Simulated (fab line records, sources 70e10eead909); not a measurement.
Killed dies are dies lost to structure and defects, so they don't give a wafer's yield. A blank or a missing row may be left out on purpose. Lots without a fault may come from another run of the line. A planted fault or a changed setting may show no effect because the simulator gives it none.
Chamber matching | flow nand_harc | NHARC_A_STAIRCASE_TRIM_20 on rie_diel-02: 4 sister chambers
The step chemistry O2, time 211.2 s. 8 wafers are shown with their chamber, then 9 later ones without.

WAFERS WITH THEIR CHAMBER
wafer  | chamber | showerhead_plenum_p_Torr (Torr) | drypump_motor_current_A (A)
L081.2 | 2       | 3.41                            | 5.3
L081.4 | 1       | 3.30                            | 6.0
L084.3 | 0       | 3.40                            | 5.9
L084.4 | 3       | 3.47                            | 5.2
L084.5 | 0       | 3.39                            | 5.8
L086.2 | 1       | 3.30                            | 6.0
L086.3 | 3       | 3.47                            | 5.2
L086.5 | 2       | 3.41                            | 5.3

WAFERS WITHOUT THEIR CHAMBER
wafer  | showerhead_plenum_p_Torr (Torr) | drypump_motor_current_A (A)
L092.4 | 3.30                            | 6.0
L092.5 | 3.40                            | 5.3
L092.6 | 3.30                            | 6.0
L094.1 | 3.29                            | 6.0
L094.2 | 3.40                            | 5.4
L094.3 | 3.46                            | 5.2
L095.3 | 3.40                            | 5.4
L095.4 | 3.29                            | 6.0
L095.6 | 3.38                            | 5.8

WHICH CHAMBER EACH WENT THROUGH
wafer  | from the rows above | in truth
L092.4 | 1                   | 1
L092.5 | 2                   | 2
L092.6 | 1                   | 1
L094.1 | 1                   | 1
L094.2 | 2                   | 2
L094.3 | 3                   | 3
L095.3 | 2                   | 2
L095.4 | 1                   | 1
L095.6 | 0                   | 0
Placed correctly: 9 of 9. Can't be placed from these rows: 0. Placed wrongly: 0.
How it was worked out, from the rows above alone: a wafer's distance from a chamber is the root of the sum, over the readings, of the square of ((its reading less the chamber's mean) divided by the reading's scatter). The wafer belongs to the nearest chamber; if the next one is less than 2 further off, it can't be placed. A chamber's mean is the mean of its shown wafers. The scatter: the root of (the sum of the squares of (reading less its chamber's mean) over the shown wafers, divided by (wafers less chambers)).
